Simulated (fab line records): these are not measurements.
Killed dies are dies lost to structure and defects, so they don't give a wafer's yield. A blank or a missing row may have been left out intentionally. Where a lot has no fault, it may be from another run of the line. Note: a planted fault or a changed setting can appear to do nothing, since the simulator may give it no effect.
fab line records	flow n5_finfet
record lots=7	wafers=21	last_day=16
route steps=1938 shown BEOL_M3@986 BEOL_M4@1111 PASSIVATION@1936
lots that met no fault: from a run of the same line without faults
start_h: the number of hours between the record's first day and the start of the first shown wafer of the lot	wait_h: hours from the lot's prior step to this one	" the same as in the row above	L1.1+2: a single row standing in for several wafers	- either no value or no given start	* or withheld: withheld	< > ~ a bound
route shown NAME@n: NAME is a module with steps in the file, n the number in the route of the first one	usual: mean and standard deviation over wafers with no fault	same: alike in all rows	chamber/n: place in a boat	sites: the reading at each site	_std_site: standard deviation across them	_edge_site: mean of outer sites minus mean of inner sites	radius_mm: for every site, how far away it sits from the centre of the wafer	mask NAME#n: copy n	behind: the tool/chamber that last shaped the wafer	hold: why the lot was held/for how many hours/how that ended	device: the transistor (n, p or np) that didn't switch	end of line: the tests these same wafers got at the end of their route	a step with no rows: only its recipe	killed: count of dies lost to structure and defects at first sort (not the wafer's yield)	map: the dies of a wafer, with x for killed, . for not killed, _ for no die there
set.NAME: the setting that was run; set.NAME@STEP: the one run at that earlier step	model.NAME: the simulator's own value behind a step, which no gauge read
certain route steps with their lots: each step a table, each wafer a row
services: from which hour (start_h, from the record's first day; less than 0 if before it) a tool's chamber was out of use, for how many hours, and why
## steps
# step N5_BEOL_M3_PRECLEAN_42
# recipe chemistry=residue_remover	time_s=60	temp_c=40
# step N5_BEOL_M3_SRD_43
# recipe time_s=30	temp_c=23	rinse_liquid=diw	dry=ipa_marangoni
# step N5_BEOL_M3_CD_MEAS_35
# recipe target_cd_nm=18	target_cd_y_nm=21	polarity=opening
# usual cd_nm=17.9/0.37
lot.wafer	tool	chamber	start_h	wait_h	cd_nm
L440.2	cd_sem-02	-	162.32	0.0	17.7
L440.4	"	-	"	"	18.3
L440.6	"	-	"	"	17.1
L444.2	cd_sem-01	-	190.31	0.0	17.8
L444.4	"	-	"	"	18.0
L444.5	"	-	"	"	17.7
L449.1	cd_sem-02	-	217.49	0.0	17.8
L449.4	"	-	"	"	18.0
L449.6	"	-	"	"	18.6
L448.1	cd_sem-02	-	217.62	0.0	17.9
L448.3	"	-	"	"	17.4
L448.6	"	-	"	"	17.7
L450.1	cd_sem-02	-	220.56	0.0	17.9
L450.2	"	-	"	"	18.1
L450.5	"	-	"	"	18.0
L456.1	cd_sem-02	-	246.70	0.0	17.2
L456.5	"	-	"	"	18.2
L456.6	"	-	"	"	17.8
L458.1	cd_sem-03	-	269.21	0.0	17.7
L458.3	"	-	"	"	18.1
L458.6	"	-	"	"	17.9
# step N5_BEOL_M3_DEGAS_44
# recipe ambient=vacuum	temp_c=250	time_s=60
# step N5_BEOL_M3_PRE_CLEAN_45
# recipe gas=H2/He	time_s=30	temp_c=250
# usual heater_power_w=340/53
lot.wafer	tool	chamber	start_h	wait_h	heater_power_w
L440.2	pvd_sputter-03	-	162.82	0.0	434
L440.4	"	-	"	"	352
L440.6	"	-	"	"	444
L444.2	pvd_sputter-03	-	190.42	0.0	428
L444.4	"	-	"	"	271
L444.5	"	-	"	"	355
L449.1	pvd_sputter-03	-	217.78	0.0	437
L449.4	"	-	"	"	280
L449.6	"	-	"	"	360
L448.1	pvd_sputter-02	-	217.87	0.0	405
L448.3	"	-	"	"	371
L448.6	"	-	"	"	321
L450.1	pvd_sputter-01	-	220.83	0.0	318
L450.2	"	-	"	"	344
L450.5	"	-	"	"	371
L456.1	pvd_sputter-01	-	246.92	0.0	374
L456.5	"	-	"	"	333
L456.6	"	-	"	"	326
L458.1	pvd_sputter-01	-	269.36	0.0	324
L458.3	"	-	"	"	372
L458.6	"	-	"	"	334
# step N5_BEOL_M3_ALD_84
# recipe material=TaN	target_thk_a=*	temp_c=275	ald_precursor_family=PDMAT	ald_co_reactant=NH3	pressure_torr=3	carrier_flow_sccm=1500	pulse_time_s=2	purge_time_s=3	co_reactant_purge_time_s=2	co_reactant_pulse_time_s=3	ald_cycles=30	precursor_vessel_temp_c=75	precursor_vessel_pressure_torr=26.25	precursor_vessel_carrier_sccm=1000
# step N5_BEOL_M3_SURFACE_TREAT_85
# recipe gas=Ar	time_s=*	ion_energy_ev=*	ion_current_ma_cm2=0.5	pressure_mtorr=*	ar_flow_sccm=30
# usual throttle_valve_pct=*
lot.wafer	tool	chamber	start_h	wait_h	throttle_valve_pct
L440.2	pvd_sputter-02	-	163.24	0.3	*
L440.4	"	-	"	"	*
L440.6	"	-	"	"	*
L444.2	pvd_sputter-02	-	190.76	0.2	*
L444.4	"	-	"	"	*
L444.5	"	-	"	"	*
L449.1	pvd_sputter-03	-	218.14	0.2	*
L449.4	"	-	"	"	*
L449.6	"	-	"	"	*
L448.1	pvd_sputter-02	-	218.33	0.1	*
L448.3	"	-	"	"	*
L448.6	"	-	"	"	*
L450.1	pvd_sputter-03	-	221.12	0.1	*
L450.2	"	-	"	"	*
L450.5	"	-	"	"	*
L456.1	pvd_sputter-01	-	247.22	0.1	*
L456.5	"	-	"	"	*
L456.6	"	-	"	"	*
L458.1	pvd_sputter-01	-	269.71	0.2	*
L458.3	"	-	"	"	*
L458.6	"	-	"	"	*
# step N5_BEOL_M3_CVD_47
# recipe material=Co	target_thk_a=30	temp_c=withheld	precursor=CCTBA/H2	pressure_torr=30	time_s=223.8
# step N5_BEOL_M3_SPUTTER_48
# recipe material=Cu	target_thk_a=45	temp_c=-20	chamber_pressure_pa=0.07	power_w=withheld	time_s=8.29
# usual chamber_pressure_pa=0.06999/0.00014	chuck_gas_flow_sccm=1.27/0.053	throttle_valve_pct=30.7/1.3
lot.wafer	tool	chamber	start_h	wait_h	chamber_pressure_pa	chuck_gas_flow_sccm	throttle_valve_pct
L440.2	pvd_sputter-02	-	163.46	0.1	0.07	1.32	30.8
L440.4	"	-	"	"	0.07014	1.30	30.9
L440.6	"	-	"	"	0.07023	1.27	30.9
L444.2	pvd_sputter-03	-	191.04	0.1	0.07006	1.20	30.8
L444.4	"	-	"	"	0.06995	1.38	30.9
L444.5	"	-	"	"	0.07014	1.29	31.1
L449.1	pvd_sputter-02	-	218.37	0.1	0.07014	1.15	32.8
L449.4	"	-	"	"	0.06986	1.21	31.9
L449.6	"	-	"	"	0.07015	1.32	32.7
L448.1	pvd_sputter-01	-	218.77	0.3	0.07013	1.22	30.3
L448.3	"	-	"	"	0.06984	1.21	30.5
L448.6	"	-	"	"	0.07027	1.27	30.7
L450.1	pvd_sputter-01	-	221.35	0.1	0.06982	1.27	30.6
L450.2	"	-	"	"	0.06986	1.32	30.6
L450.5	"	-	"	"	0.07027	1.19	27.9
L456.1	pvd_sputter-03	-	247.67	0.3	0.06996	1.19	28.0
L456.5	"	-	"	"	0.06973	1.26	31.0
L456.6	"	-	"	"	0.07005	1.19	31.4
L458.1	pvd_sputter-03	-	270.07	0.2	0.07001	1.30	31.3
L458.3	"	-	"	"	0.06986	1.16	28.0
L458.6	"	-	"	"	0.06989	1.17	27.9
# step N5_BEOL_M3_ANNEAL_49
# recipe temp_c=400	time_s=240	ambient=vacuum
# step N5_BEOL_M3_SPUTTER_79
# recipe material=Cu	target_thk_a=45	temp_c=-20	chamber_pressure_pa=0.07	power_w=withheld	time_s=8.29
# usual chamber_pressure_pa=0.07002/0.00014	chuck_gas_flow_sccm=1.26/0.054	throttle_valve_pct=30.6/1.3
lot.wafer	tool	chamber	start_h	wait_h	chamber_pressure_pa	chuck_gas_flow_sccm	throttle_valve_pct
L440.2	pvd_sputter-02	-	163.68	0.1	0.06979	1.24	31.1
L440.4	"	-	"	"	0.07008	1.27	31.0
L440.6	"	-	"	"	0.06999	1.19	30.9
L444.2	pvd_sputter-03	-	191.26	0.1	0.06994	1.23	31.0
L444.4	"	-	"	"	0.07015	1.25	31.1
L444.5	"	-	"	"	0.06977	1.32	30.9
L449.1	pvd_sputter-02	-	218.59	0.1	0.06998	1.24	32.6
L449.4	"	-	"	"	0.07003	1.22	31.9
L449.6	"	-	"	"	0.06988	1.24	32.9
L448.1	pvd_sputter-01	-	218.99	0.1	0.06999	1.34	30.6
L448.3	"	-	"	"	0.0699	1.27	30.3
L448.6	"	-	"	"	0.07013	1.22	30.9
L450.1	pvd_sputter-01	-	221.57	0.1	0.06998	1.24	30.2
L450.2	"	-	"	"	0.07036	1.35	30.8
L450.5	"	-	"	"	0.07011	1.23	27.9
L456.1	pvd_sputter-03	-	247.89	0.1	0.07027	1.27	28.0
L456.5	"	-	"	"	0.06988	1.31	31.0
L456.6	"	-	"	"	0.07008	1.25	31.3
L458.1	pvd_sputter-03	-	270.29	0.1	0.07006	1.24	31.2
L458.3	"	-	"	"	0.07	1.26	28.0
L458.6	"	-	"	"	0.0701	1.20	27.9
# step N5_BEOL_M3_ANNEAL_80
# recipe temp_c=400	time_s=240	ambient=vacuum
# step N5_BEOL_M3_SPUTTER_81
# recipe material=Cu	target_thk_a=45	temp_c=-20	chamber_pressure_pa=0.07	power_w=withheld	time_s=8.29
# usual chamber_pressure_pa=0.07002/0.00014	chuck_gas_flow_sccm=1.27/0.052	throttle_valve_pct=30.7/1.3
lot.wafer	tool	chamber	start_h	wait_h	chamber_pressure_pa	chuck_gas_flow_sccm	throttle_valve_pct
L440.2	pvd_sputter-02	-	163.90	0.1	0.06984	1.20	30.8
L440.4	"	-	"	"	0.07009	1.29	31.1
L440.6	"	-	"	"	0.07002	1.24	31.0
L444.2	pvd_sputter-03	-	191.48	0.1	0.07003	1.32	31.0
L444.4	"	-	"	"	0.07022	1.26	31.1
L444.5	"	-	"	"	0.07005	1.30	30.7
L449.1	pvd_sputter-02	-	218.81	0.1	-	-	-
L449.4	"	-	"	"	-	-	-
L449.6	"	-	"	"	-	-	-
L448.1	pvd_sputter-01	-	219.21	0.1	-	-	-
L448.3	"	-	"	"	-	-	-
L448.6	"	-	"	"	-	-	-
L450.1	pvd_sputter-01	-	221.79	0.1	-	-	-
L450.2	"	-	"	"	-	-	-
L450.5	"	-	"	"	-	-	-
L456.1	pvd_sputter-03	-	248.11	0.1	0.06992	1.30	28.2
L456.5	"	-	"	"	0.07002	1.30	31.1
L456.6	"	-	"	"	0.07008	1.22	31.0
L458.1	pvd_sputter-03	-	270.51	0.1	0.06991	1.28	31.3
L458.3	"	-	"	"	0.07043	1.23	28.1
L458.6	"	-	"	"	0.06986	1.27	28.0
# step N5_BEOL_M3_ANNEAL_82
# recipe temp_c=400	time_s=240	ambient=vacuum
# usual heater_power_w=852/130
lot.wafer	tool	chamber	start_h	wait_h	heater_power_w
L440.2	pvd_sputter-02	-	163.98	0.0	1030
L440.4	"	-	"	"	950
L440.6	"	-	"	"	959
L444.2	pvd_sputter-03	-	191.56	0.0	678
L444.4	"	-	"	"	880
L444.5	"	-	"	"	1070
L449.1	pvd_sputter-02	-	218.89	0.0	811
L449.4	"	-	"	"	587
L449.6	"	-	"	"	806
L448.1	pvd_sputter-01	-	219.29	0.0	794
L448.3	"	-	"	"	938
L448.6	"	-	"	"	837
L450.1	pvd_sputter-01	-	221.87	0.0	929
L450.2	"	-	"	"	821
L450.5	"	-	"	"	792
L456.1	pvd_sputter-03	-	248.19	0.0	857
L456.5	"	-	"	"	1080
L456.6	"	-	"	"	869
L458.1	pvd_sputter-03	-	270.59	0.0	872
L458.3	"	-	"	"	850
L458.6	"	-	"	"	856
# step N5_BEOL_M4_RC_MEAS_101
# usual DIBL_N=36.8/2.2	DIBL_P=37.0/2.8	IOFF_N=0.18/0.043	IOFF_P=0.23/0.05	ION_N=680/14	ION_P=466/9.1	SS_N=71.7/0.74	SS_P=73.5/0.79	VT_N=248/4	VT_P=-249/4.1
lot.wafer	tool	chamber	start_h	wait_h	DIBL_N[mV/V]	DIBL_P[mV/V]	IOFF_N[nA/um]	IOFF_P[nA/um]	ION_N[uA/um]	ION_P[uA/um]	SS_N[mV/dec]	SS_P[mV/dec]	VT_N[mV]	VT_P[mV]
L440.2	prober-02	0	177.73	0.2	40.2	40.4	0.23	0.26	689	467	72.2	74.0	244	-250
L440.4	"	0	"	"	39.7	40.0	0.22	0.25	684	464	72.6	74.9	245	-251
L440.6	"	0	"	"	36.5	35.5	0.14	0.19	670	459	70.8	73.4	248	-252
L444.2	prober-01	0	203.74	0.2	37.0	38.2	0.16	0.20	687	463	72.2	73.1	250	-253
L444.4	"	0	"	"	32.5	33.8	0.10	0.15	658	453	71.3	71.4	258	-255
L444.5	"	0	"	"	39.7	42.1	0.23	0.26	692	468	73.0	74.4	246	-250
L449.1	prober-02	0	230.57	0.0	36.6	35.4	0.15	0.21	671	466	71.1	73.5	251	-246
L449.4	"	0	"	"	39.8	39.9	0.21	0.29	688	476	71.2	74.4	246	-243
L449.6	"	0	"	"	41.2	41.4	0.26	0.35	704	484	72.7	74.9	241	-240
L448.1	prober-01	0	230.83	0.0	37.5	37.8	0.20	0.26	682	465	71.9	74.0	247	-246
L448.3	"	0	"	"	33.7	33.3	0.12	0.18	662	459	70.4	72.1	252	-252
L448.6	"	0	"	"	36.7	36.0	0.17	0.23	667	462	72.1	73.5	248	-247
L450.1	prober-02	0	232.60	0.0	36.4	35.0	0.17	0.24	679	469	71.4	74.1	249	-243
L450.2	"	0	"	"	37.6	38.2	0.19	0.32	686	477	71.2	74.0	248	-241
L450.5	"	0	"	"	36.4	36.1	0.17	0.27	683	484	71.3	74.1	246	-242
L456.1	prober-02	0	260.66	0.0	38.3	35.9	0.17	0.24	680	472	71.2	72.7	247	-248
L456.5	"	0	"	"	39.6	37.6	0.21	0.28	688	472	72.2	73.5	245	-243
L456.6	"	0	"	"	36.5	32.5	0.13	0.19	666	464	71.9	72.2	253	-252
L458.1	prober-01	0	284.51	0.0	38.5	37.3	0.21	0.24	673	461	71.9	73.1	248	-246
L458.3	"	0	"	"	39.8	40.3	0.25	0.30	703	480	72.1	73.8	242	-242
L458.6	"	0	"	"	36.5	37.5	0.17	0.24	676	468	72.0	73.3	248	-248
# step N5_PASSIVATION_PROBE_49
# usual defect_limited_yield=91.4/1.5	killed_at_M0_to_M3=36/11	killed_at_M4_up=14/6	killed_at_contacts=11/6	killed_at_front_end=37/11	killed_at_other=4/3.4	killed_dies=102/18	killed_on_rim=13/3.5	killed_open=66/13	killed_short=34/7.8	sort_bin_5_function=5.0/0.97	sort_bin_6_memory=3.2/0.7	sort_bin_8_speed=0.0/0.38	sort_n_pass=1078/19	sort_yield_pct=91.3/1.6
# same gross_dies=1180	killed_at_back_side=0	sort_bin_4_leakage[%]=0
lot.wafer	tool	chamber	start_h	wait_h	defect_limited_yield[%]	killed_at_M0_to_M3	killed_at_M4_up	killed_at_contacts	killed_at_front_end	killed_at_other	killed_dies	killed_on_rim	killed_open	killed_short	sort_bin_5_function[%]	sort_bin_6_memory[%]	sort_bin_8_speed[%]	sort_n_pass	sort_yield_pct[%]
L440.2	prober-01	-	286.97	0.1	93.6	17	11	7	39	2	76	10	43	30	4.0	2.3	0	1104	93.6
L440.4	prober-01	-	287.07	0.2	94.1	24	12	5	29	0	70	9	46	23	4.1	1.9	0	1110	94.1
L440.6	prober-01	-	287.17	0.3	90.4	43	15	16	37	2	113	16	81	31	5.5	3.9	0	1067	90.4
L444.2	prober-01	-	309.54	0.1	91.8	52	5	14	22	4	97	15	76	21	5.4	2.6	0	1083	91.8
L444.4	prober-01	-	309.64	0.2	93.2	38	9	6	24	3	80	13	48	29	4.1	2.5	0	1100	93.2
L444.5	prober-01	-	309.69	0.2	93.9	25	5	11	26	5	72	13	53	18	3.8	2.0	0	1108	93.9
L449.1	prober-01	-	332.17	0.0	88.3	48	20	10	58	2	138	16	89	46	7.2	4.0	0	1042	88.3
L449.4	prober-01	-	332.32	0.2	90.5	57	9	8	37	1	112	14	70	31	5.1	3.8	0	1068	90.5
L449.6	prober-01	-	332.42	0.3	91.9	58	9	5	21	3	96	15	61	29	5.1	2.7	0	1084	91.9
L448.1	prober-02	-	332.43	0.0	89.7	60	15	10	33	4	122	14	81	35	5.7	4.1	0	1058	89.7
L448.3	prober-02	-	332.53	0.1	91.2	52	19	7	21	5	104	12	58	39	5.3	3.0	0	1076	91.2
L448.6	prober-02	-	332.68	0.3	89.9	47	14	14	41	3	119	14	74	36	5.3	4.2	0.1	1061	89.9
L450.1	prober-02	-	343.29	0.0	91.3	32	20	14	33	4	103	11	73	19	4.9	3.6	0	1077	91.3
L450.2	prober-02	-	343.34	0.1	90.9	45	10	10	35	7	107	12	69	30	5.8	3.1	0	1073	90.9
L450.5	prober-02	-	343.49	0.2	92.5	29	9	14	34	3	89	12	56	26	4.2	3.1	0	1091	92.5
L456.1	prober-01	-	363.57	0.0	91.9	26	18	13	39	0	96	15	62	33	4.2	3.5	0	1084	91.9
L456.5	prober-01	-	363.77	0.2	93.2	25	5	20	28	2	80	13	50	30	4.0	2.3	0	1100	93.2
L456.6	prober-01	-	363.82	0.3	91.7	32	11	16	37	2	98	8	58	38	4.9	3.1	0	1082	91.7
L458.1	prober-02	-	390.71	0.0	91.4	36	25	4	29	7	101	12	66	32	4.2	4.2	0	1079	91.4
L458.3	prober-02	-	390.81	0.1	92.9	34	14	8	20	8	84	8	58	23	4.4	2.5	0	1096	92.9
L458.6	prober-02	-	390.96	0.3	92.9	35	13	9	22	5	84	10	54	28	3.9	2.9	0	1096	92.9
# killed by level:class
L440.2 FIN_SAQP:geometric_particle:short=10 ILD0:geometric_particle:short=7 BEOL_M4:geometric_particle:open=6 ILD0:geometric_particle:open=5 MOL_CONTACT_COAG:geometric_particle:open=5 STI_FIN_REVEAL:geometric_particle:open=4 BEOL_M0_SAQP:geometric_particle:open=4 BEOL_M0_SAQP:geometric_particle:short=4
L440.4 BEOL_M3:geometric_particle:open=8 GATE_CUT:geometric_particle:short=6 BEOL_M6:geometric_particle:open=5 ILD0:geometric_particle:open=5 BEOL_M2:geometric_particle:open=5 BEOL_M0_SAQP:geometric_particle:open=4 FIN_SAQP:geometric_particle:short=3 DUMMY_GATE:geometric_particle:open=3
L440.6 BEOL_M2:geometric_particle:open=14 MOL_CONTACT_COAG:geometric_particle:open=11 BEOL_M0_SAQP:geometric_particle:open=9 BEOL_M3:geometric_particle:open=9 FIN_SAQP:geometric_particle:short=7 DUMMY_GATE:geometric_particle:open=7 FIN_SAQP:geometric_particle:open=6 STI_FIN_REVEAL:geometric_particle:open=6
L444.2 BEOL_M1:geometric_particle:open=13 MOL_CONTACT_COAG:geometric_particle:open=12 BEOL_M3:geometric_particle:open=12 BEOL_M0_SAQP:geometric_particle:open=11 BEOL_M2:geometric_particle:open=6 FIN_SAQP:geometric_particle:short=5 FIN_SAQP:geometric_particle:open=4 BEOL_M1:geometric_particle:short=4
L444.4 BEOL_M1:geometric_particle:open=10 BEOL_M0_SAQP:geometric_particle:short=9 BEOL_M2:geometric_particle:open=8 BEOL_M0_SAQP:geometric_particle:open=5 BEOL_M8:geometric_particle:open=5 STARTING-WAFER:geometric_particle:short=5 FIN_SAQP:geometric_particle:short=4 MOL_CONTACT_COAG:geometric_particle:open=4
L444.5 BEOL_M2:geometric_particle:open=10 MOL_CONTACT_COAG:geometric_particle:open=9 STI_FIN_REVEAL:geometric_particle:open=7 FIN_SAQP:geometric_particle:open=4 BEOL_M3:geometric_particle:open=4 FIN_SAQP:geometric_particle:short=3 STI_FIN_REVEAL:geometric_particle:short=3 BEOL_M0_SAQP:geometric_particle:short=3
L449.1 FIN_SAQP:geometric_particle:open=15 BEOL_M0_SAQP:geometric_particle:short=13 FIN_SAQP:geometric_particle:short=12 BEOL_M1:geometric_particle:open=11 STI_FIN_REVEAL:geometric_particle:open=9 MOL_CONTACT_COAG:geometric_particle:open=9 BEOL_M2:geometric_particle:open=9 BEOL_M8:geometric_particle:open=8
L449.4 BEOL_M1:geometric_particle:open=23 BEOL_M0_SAQP:geometric_particle:short=12 FIN_SAQP:geometric_particle:open=9 MOL_CONTACT_COAG:geometric_particle:open=8 BEOL_M0_SAQP:geometric_particle:open=8 BEOL_M3:interface_void_opened=7 GATE_CUT:geometric_particle:open=5 GATE_CUT:geometric_particle:short=5
L449.6 BEOL_M1:geometric_particle:open=15 BEOL_M0_SAQP:geometric_particle:open=12 BEOL_M0_SAQP:geometric_particle:short=8 FIN_SAQP:geometric_particle:open=6 STI_FIN_REVEAL:geometric_particle:open=5 BEOL_M3:geometric_particle:short=5 MOL_CONTACT_COAG:geometric_particle:open=4 BEOL_M2:geometric_particle:open=4
L448.1 BEOL_M0_SAQP:geometric_particle:open=17 BEOL_M1:geometric_particle:open=13 FIN_SAQP:geometric_particle:open=11 MOL_CONTACT_COAG:geometric_particle:open=9 BEOL_M0_SAQP:geometric_particle:short=9 FIN_SAQP:geometric_particle:short=7 BEOL_M2:geometric_particle:open=7 BEOL_M4:geometric_particle:open=7
L448.3 BEOL_M3:geometric_particle:open=13 BEOL_M0_SAQP:geometric_particle:short=11 MOL_CONTACT_COAG:geometric_particle:open=7 BEOL_M3:interface_void_opened=7 BEOL_M0_SAQP:geometric_particle:open=6 BEOL_M3:geometric_particle:short=6 BEOL_M5:geometric_particle:open=5 BEOL_M0:geometric_particle:open=4
L448.6 MOL_CONTACT_COAG:geometric_particle:open=14 FIN_SAQP:geometric_particle:short=12 FIN_SAQP:geometric_particle:open=10 BEOL_M3:geometric_particle:open=10 BEOL_M0_SAQP:geometric_particle:short=9 BEOL_M0_SAQP:geometric_particle:open=7 BEOL_M1:geometric_particle:open=6 BEOL_M4:geometric_particle:open=6
L450.1 FIN_SAQP:geometric_particle:open=17 MOL_CONTACT_COAG:geometric_particle:open=11 BEOL_M3:interface_void_opened=10 BEOL_M5:geometric_particle:open=8 BEOL_M0_SAQP:geometric_particle:open=7 BEOL_M2:geometric_particle:open=6 BEOL_M0_SAQP:geometric_particle:short=5 STI_FIN_REVEAL:geometric_particle:open=3
L450.2 FIN_SAQP:geometric_particle:open=15 BEOL_M0_SAQP:geometric_particle:short=10 BEOL_M2:geometric_particle:open=9 MOL_CONTACT_COAG:geometric_particle:open=8 FIN_SAQP:geometric_particle:short=6 BEOL_M1:geometric_particle:open=6 BEOL_M3:geometric_particle:open=6 BEOL_M0_SAQP:geometric_particle:open=5
L450.5 MOL_CONTACT_COAG:geometric_particle:open=12 FIN_SAQP:geometric_particle:open=11 BEOL_M0_SAQP:geometric_particle:short=8 STI_FIN_REVEAL:geometric_particle:open=6 BEOL_M0_SAQP:geometric_particle:open=6 BEOL_M3:interface_void_opened=6 DUMMY_GATE:geometric_particle:open=5 BEOL_M5:geometric_particle:open=4
L456.1 MOL_CONTACT_COAG:geometric_particle:open=10 GATE_CUT:geometric_particle:open=9 STI_FIN_REVEAL:geometric_particle:open=7 BEOL_M0_SAQP:geometric_particle:open=6 BEOL_M4:geometric_particle:open=6 BEOL_M2:geometric_particle:open=5 STARTING-WAFER:geometric_particle:short=5 GATE_CUT:geometric_particle:short=4
L456.5 MOL_CONTACT_COAG:geometric_particle:open=16 GATE_CUT:geometric_particle:short=10 STI_FIN_REVEAL:geometric_particle:open=4 MOL_CONTACT_COAG:geometric_particle:short=4 BEOL_M0_SAQP:geometric_particle:short=4 BEOL_M0_SAQP:geometric_particle:open=4 BEOL_M1:geometric_particle:open=4 BEOL_M2:geometric_particle:open=4
L456.6 MOL_CONTACT_COAG:geometric_particle:open=11 GATE_CUT:geometric_particle:short=8 BEOL_M3:geometric_particle:open=8 STI_FIN_REVEAL:geometric_particle:open=7 BEOL_M0_SAQP:geometric_particle:open=6 MOL_CONTACT_COAG:geometric_particle:short=5 BEOL_M0_SAQP:geometric_particle:short=4 BEOL_M0:geometric_particle:open=4
L458.1 BEOL_M4:geometric_particle:open=19 BEOL_M0_SAQP:geometric_particle:open=11 BEOL_M0_SAQP:geometric_particle:short=10 FIN_SAQP:geometric_particle:open=8 BEOL_M1:geometric_particle:short=6 BEOL_M3:geometric_particle:open=4 STI_FIN_REVEAL:geometric_particle:short=3 DUMMY_GATE:geometric_particle:open=3
L458.3 BEOL_M4:geometric_particle:open=10 BEOL_M3:geometric_particle:open=9 MOL_CONTACT_COAG:geometric_particle:open=7 BEOL_M0_SAQP:geometric_particle:short=7 BEOL_M1:geometric_particle:open=6 DUMMY_GATE:geometric_particle:open=5 BEOL_M0_SAQP:geometric_particle:open=4 BEOL_M1:geometric_particle:short=4
L458.6 BEOL_M0_SAQP:geometric_particle:short=9 BEOL_M2:geometric_particle:open=9 MOL_CONTACT_COAG:geometric_particle:open=8 BEOL_M4:geometric_particle:open=8 BEOL_M0_SAQP:geometric_particle:open=5 STARTING-WAFER:geometric_particle:short=5 BEOL_M1:geometric_particle:open=4 BEOL_M0:geometric_particle:open=3
## services
tool	chamber	start_h	hours	kind
pvd_sputter-01	-	141.51	3.1	repair
pvd_sputter-01	-	151.78	1.0	repair
pvd_sputter-01	-	194.09	0.8	repair
## key
first_sign step=N5_BEOL_M3_SPUTTER_81	reading=tool_record	direction=missing
effect none on later readings
met_at N5_BEOL_M3_SPUTTER_81
struck_wafers L448.1,L448.3,L448.6,L449.1,L449.4,L449.6,L450.1,L450.2,L450.5
onset_between 163.90 218.81
fault kind=skipped_step_whole	tool=pvd_sputter-01,pvd_sputter-02	chamber=-	onset_h=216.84	steps=N5_BEOL_M3_SPUTTER_81	scope=struck_lots_only
